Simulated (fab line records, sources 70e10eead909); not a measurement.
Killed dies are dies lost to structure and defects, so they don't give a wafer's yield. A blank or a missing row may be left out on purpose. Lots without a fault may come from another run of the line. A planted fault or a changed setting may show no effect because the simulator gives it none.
Chamber matching | flow nand_harc | NHARC_P_BONDPAD_STRIP_15 on rie_diel-09: 4 sister chambers
The step strips in O2. 39 wafers are shown with their chamber, then 12 later ones without.

WAFERS WITH THEIR CHAMBER
wafer  | chamber | showerhead_plenum_p_Torr (Torr) | drypump_motor_current_A (A) | oes_product_au (a.u.)
L074.4 | 1       | 3.68                            | 5.0                         | 1.005
L074.5 | 3       | 3.79                            | 6.2                         | 1.006
L074.6 | 2       | 3.52                            | 5.7                         | 1.005
L078.1 | 0       | 3.37                            | 5.7                         | 1.007
L078.3 | 1       | 3.68                            | 5.0                         | 1.003
L078.4 | 3       | 3.79                            | 6.2                         | 1.010
L078.2 | 2       | 3.52                            | 5.7                         | 1.006
L078.5 | 1       | 3.68                            | 5.0                         | 1.006
L078.6 | 0       | 3.37                            | 5.7                         | 1.014
L079.1 | 2       | 3.52                            | 5.7                         | 0.989
L079.2 | 1       | 3.68                            | 5.0                         | 1.002
L079.6 | 3       | 3.79                            | 6.2                         | 1.006
L080.4 | 0       | 3.37                            | 5.7                         | 1.013
L080.5 | 0       | 3.37                            | 5.7                         | 1.008
L080.6 | 1       | 3.68                            | 5.0                         | 1.008
L080.1 | 3       | 3.79                            | 6.3                         | 1.022
L080.2 | 1       | 3.68                            | 5.0                         | 1.010
L080.3 | 2       | 3.52                            | 5.7                         | 1.002
L081.3 | 3       | 3.79                            | 6.2                         | 1.017
L081.4 | 1       | 3.68                            | 5.1                         | 1.009
L081.6 | 3       | 3.79                            | 6.2                         | 1.009
L082.1 | 3       | 3.79                            | 6.2                         | 1.012
L082.4 | 2       | 3.52                            | 5.8                         | 1.002
L082.5 | 0       | 3.37                            | 5.7                         | 1.010
L083.2 | 0       | 3.37                            | 5.7                         | 1.008
L083.4 | 2       | 3.52                            | 5.8                         | 1.002
L083.5 | 1       | 3.67                            | 5.0                         | 1.015
L088.4 | 3       | 3.79                            | 6.2                         | 1.000
L088.5 | 3       | 3.79                            | 6.2                         | 1.002
L088.6 | 0       | 3.37                            | 5.7                         | 0.995
L087.4 | 0       | 3.37                            | 5.8                         | 1.004
L087.5 | 1       | 3.68                            | 5.0                         | 1.008
L087.6 | 2       | 3.52                            | 5.8                         | 1.000
L086.1 | 1       | 3.67                            | 5.0                         | 1.007
L086.2 | 2       | 3.52                            | 5.7                         | 0.999
L086.3 | 3       | 3.79                            | 6.3                         | 1.004
L089.1 | 3       | 3.79                            | 6.3                         | 1.007
L089.3 | 2       | 3.52                            | 5.8                         | 1.001
L089.6 | 3       | 3.79                            | 6.3                         | 1.021

SIGNATURES (means of the wafers above)
reading                  | chamber 0 | chamber 1 | chamber 2 | chamber 3 | scatter within a chamber
showerhead_plenum_p_Torr | 3.3700    | 3.6780    | 3.5200    | 3.7900    | 0.00214
drypump_motor_current_A  | 5.713     | 5.010     | 5.744     | 6.233     | 0.0436
oes_product_au           | 1.00737   | 1.00730   | 1.00067   | 1.00967   | 0.00566
Rule: a wafer's distance from a chamber is the root of the sum, over the readings, of the square of ((its reading less the chamber's mean) divided by the reading's scatter). The wafer belongs to the nearest chamber; if the next one is less than 2 further off, it can't be placed. The scatter: the root of (the sum of the squares of (reading less its chamber's mean) over the shown wafers, divided by (wafers less chambers)).

WAFERS WITHOUT THEIR CHAMBER
wafer  | showerhead_plenum_p_Torr (Torr) | drypump_motor_current_A (A) | oes_product_au (a.u.)
L091.2 | 3.67                            | 5.0                         | 1.004
L091.4 | 3.79                            | 6.3                         | 1.013
L091.6 | 3.37                            | 5.7                         | 1.001
L093.1 | 3.67                            | 5.1                         | 1.011
L093.2 | 3.79                            | 6.2                         | 0.992
L093.3 | 3.37                            | 5.7                         | 1.001
L094.1 | 3.67                            | 5.1                         | 0.997
L094.4 | 3.79                            | 6.2                         | 1.006
L094.6 | 3.79                            | 6.3                         | 0.998
L095.2 | 3.52                            | 5.8                         | 0.994
L095.4 | 3.79                            | 6.2                         | 1.009
L095.6 | 3.52                            | 5.8                         | 1.005

WHICH CHAMBER EACH WENT THROUGH
wafer  | from the rows above | in truth
L091.2 | 1                   | 1
L091.4 | 3                   | 3
L091.6 | 0                   | 0
L093.1 | 1                   | 1
L093.2 | 3                   | 3
L093.3 | 0                   | 0
L094.1 | 1                   | 1
L094.4 | 3                   | 3
L094.6 | 3                   | 3
L095.2 | 2                   | 2
L095.4 | 3                   | 3
L095.6 | 2                   | 2
Placed correctly: 12 of 12. Can't be placed from these rows: 0. Placed wrongly: 0.
